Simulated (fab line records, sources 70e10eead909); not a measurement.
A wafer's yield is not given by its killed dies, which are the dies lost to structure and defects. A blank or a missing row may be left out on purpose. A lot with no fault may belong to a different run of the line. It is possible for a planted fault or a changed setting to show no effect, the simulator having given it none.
Problem report, 8D (eight disciplines) form, completed by code + flow nand harc + the parts of the form that need people (team, actions taken, sign-off) are left out

== 1. WHAT WENT WRONG ==
heater power total W at NHARC_A_BLC_SOFTBAKE_05 reads a mean of 183.32 W on 6 wafers of 2 lots; wafers without a fault read 188.44 W with a standard deviation of 0.14. That puts it -37 standard deviations away from the usual mean.
The step: time 55 s.
Earliest sighting: wafer L965.4 on litho track-06 at day 31 12:00. Wafers with a number at this step in the record: 39, from 13 lots. Rule for "out", or "out of limits": more than 4 standard deviations from the usual mean. Any other wafer with a number is counted as sound.

== 2. WHAT IT IS, AND WHAT IT ISN'T ==
| question                    | is                     | is not                                                           |
|-----------------------------|------------------------|------------------------------------------------------------------|
| which readings at this step | heater power total W   | -                                                                |
| which lots                  | L965, L966             | L943, L944, L945, L946, L948, L949, L950, L952, L953, L954, L955 |
| which wafers of those lots  | all that have a number | -                                                                |
| read on which tools         | litho track-06         | litho track-01, litho track-04                                   |
| when                        | from day 31 12:00      | up to then (33 sound wafers)                                     |

== 3. THE SUSPECTS, EACH WITH WHAT RULES IT OUT ==
Counting: a tool at any process step up to the reading remains a suspect when it ran all the lots that are out and ran no sound lot after the first of those.
- litho track-06 at NHARC_A_BLC_SOFTBAKE_05 (time 55 s): kept. It processed each lot that is out, first L965 at day 31 12:00, and no sound lot thereafter; up to then, the last sound lot it processed was L955 at day 28 11:00. Its own readings are out on those wafers: heater power total W.
Remaining after the count: litho track-06 at NHARC_A_BLC_SOFTBAKE_05.

== 4. THE CAUSE (what the simulator had put in) ==
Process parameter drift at NHARC_A_BLC_SOFTBAKE_05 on litho track-06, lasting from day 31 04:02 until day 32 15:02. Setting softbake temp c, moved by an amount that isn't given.
The count eliminated every tool but this one.

== 5. THE EFFECT CHAIN, in route order ==
Each row: a reading whose mean over the struck wafers that have a number lies more than 3 standard deviations from the usual. Readings are gone through only where the record gives a usual standard deviation; hours: the median, over the lots, of the time from a lot's start at the first step in this table giving one to that lot's start at this step; sigmas: the change measured in usual standard deviations.
| hours | step                    | reading              | usual    | on struck wafers | change | sigmas |
|-------|-------------------------|----------------------|----------|------------------|--------|--------|
| 0     | NHARC_A_BLC_SOFTBAKE_05 | heater power total W | 188.44 W | 183.32           | -5.12  | -37    |
The process steps in it:
- NHARC_A_BLC_SOFTBAKE_05: time 55 s.

== 6. WHAT WOULD HAVE CAUGHT IT SOONER ==
In this record the first reading out of limits was taken at day 31 12:00, 8 hours after the fault began at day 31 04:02.
